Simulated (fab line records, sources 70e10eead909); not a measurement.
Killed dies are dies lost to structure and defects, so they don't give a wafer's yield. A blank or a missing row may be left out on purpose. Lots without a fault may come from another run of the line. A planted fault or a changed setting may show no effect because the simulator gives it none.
A struck lot beside a sound one | flow nand_harc | 27 steps out of a route of 1159
Sound: wafers L460.3, L460.4, L460.6. Struck: wafers L465.2, L465.3, L465.4. The cause comes at the end.
At each step with rows: each side's tool, then ch and its chambers, then its first start. Under that, the readings that differ: sound wafers | struck wafers | difference of the means | sigmas: that difference in standard deviations of wafers without a fault.
alike: readings whose means differ by less than 2 such deviations, and words and numbers that are the same on both sides. not compared: withheld readings, readings that some wafer has no value for, bounds like >300 that may hide the same value, and numbers for which the record gives no deviation and whose values overlap.
The two part at a step that has a row with sigmas, a row that says differs or no value, or rows on one side only. Numbers that don't overlap but have no deviation are shown without sigmas and don't part them. A reading that every wafer of one side lacks parts them only if that side has two wafers or more.

first, 8 steps without rows for these wafers: NHARC_A_CHANNEL_HOLE_D1_PEB_08 (peb time 65 s); NHARC_A_CHANNEL_HOLE_D1_DEVELOP_09 (develop time 35 s); NHARC_A_CHANNEL_HOLE_D1_DESCUM_15 (chemistry O2, time 3 s); NHARC_A_CHANNEL_HOLE_D1_ETCH_38 (etches the open film in CF4, target depth 39 nm, time 65 s); NHARC_A_CHANNEL_HOLE_D1_ETCH_39 (etches the open film in N2/H2, target depth 260 nm, time 325 s); NHARC_A_CHANNEL_HOLE_D1_ETCH_34 (etches the open film in CF4/CHF3, target depth 154 nm, time 77 s); NHARC_A_CHANNEL_HOLE_D1_ETCH_16 (etches the open film in O2/COS, target depth 3100 nm, time 806 s); NHARC_A_CHANNEL_HOLE_D1_ETCH_19 (etches the open film in C4F8/O2/Ar, time 34.5 s).
NHARC_A_CHANNEL_HOLE_D1_ETCH_20: etches the open film in C4F8/O2/Ar, time 361.9 s, target depth 1600 nm.
  sound on har_etch-01 ch 0,1, day 11 01:22; struck on har_etch-01 ch 0,1, day 12 04:05
  alike: drypump_motor_current_A, esc_clamp_current_uA, he_backside_leak_sccm, mfc_ar_sccm, showerhead_plenum_p_Torr, throttle_valve_pct
  not compared: rf_hours_counter_h
then, 15 steps without rows for these wafers: NHARC_A_CHANNEL_HOLE_D1_ETCH_21 (etches the open film in C4F8/O2/Ar, time 514.3 s, target depth 1600 nm); NHARC_A_CHANNEL_HOLE_D1_ETCH_22 (etches the open film in C4F8/O2/Ar, time 666.7 s, target depth 1600 nm); NHARC_A_CHANNEL_HOLE_D1_ETCH_23 (etches the open film in C4F8/O2/Ar, time 819 s, target depth 1600 nm); NHARC_A_CHANNEL_HOLE_D1_ETCH_24 (etches the open film in C4F8/O2/Ar, time 906.2 s, target depth 1500 nm); NHARC_A_CHANNEL_HOLE_D1_ETCH_25 (etches the open film in C4F8/O2/Ar, time 1040.2 s, target depth 1500 nm); NHARC_A_CHANNEL_HOLE_D1_ETCH_26 (etches the open film in C4F8/O2/Ar, time 224.1 s, target depth 300 nm); NHARC_A_CHANNEL_HOLE_D1_ETCH_33 (etches the open film in C4F8/O2/Ar, time 90 s, target depth 400 nm); NHARC_A_CHANNEL_HOLE_D1_STRIP_41 (strips in N2/H2); NHARC_A_CHANNEL_HOLE_D1_STRIP_42 (strips in CF4/CHF3); NHARC_A_CHANNEL_HOLE_D1_STRIP_43 (strips in O2/COS); NHARC_A_CHANNEL_HOLE_D1_ETCH_44 (etches the open film in CF4/O2, target depth 140 nm, overetch 14 nm, time 77 s); NHARC_A_CHANNEL_HOLE_D1_STRIP_27 (strips in O2); NHARC_A_CHANNEL_HOLE_D1_PRECLEAN_28 (cleans in SC1); NHARC_A_CHANNEL_HOLE_D1_SRD_29; NHARC_A_CHANNEL_HOLE_D1_XSEM_31.
NHARC_A_CHANNEL_HOLE_D1_INSPECT_40:
  sound on defect_inspect-01, day 11 06:50; struck on defect_inspect-02, day 12 09:44
  reading          | sound    | struck         | difference | sigmas
  raw_defect_count | 56 60 55 | 1331 1351 1394 | +1302      | +87
then, 1 step without rows for these wafers: NHARC_A_CHANNEL_FILL_D1_PRECLEAN_00 (cleans in SC1).
-- the record jumps here: 11 days lie between the struck wafers' starts before and after (it left off in module A_CHANNEL_FILL_D1 and takes up again in module END, whose first step shown is number 1159 of the route) --
NHARC_END_SORT_01:
  sound on prober-01 ch 0, day 22 03:31; struck on prober-02 ch 0, day 23 14:57
  reading         | sound    | struck    | difference | sigmas
  killed_at_array | 28 27 18 | 94 108 97 | +75        | +8
  killed_dies     | 30 32 22 | 96 110 99 | +74        | +7
  alike: killed_at_other, killed_at_periphery, killed_open, killed_short

WHERE THEY PART
First at NHARC_A_CHANNEL_HOLE_D1_INSPECT_40; last, within this record, at NHARC_END_SORT_01.

WHY: what the simulator had put in
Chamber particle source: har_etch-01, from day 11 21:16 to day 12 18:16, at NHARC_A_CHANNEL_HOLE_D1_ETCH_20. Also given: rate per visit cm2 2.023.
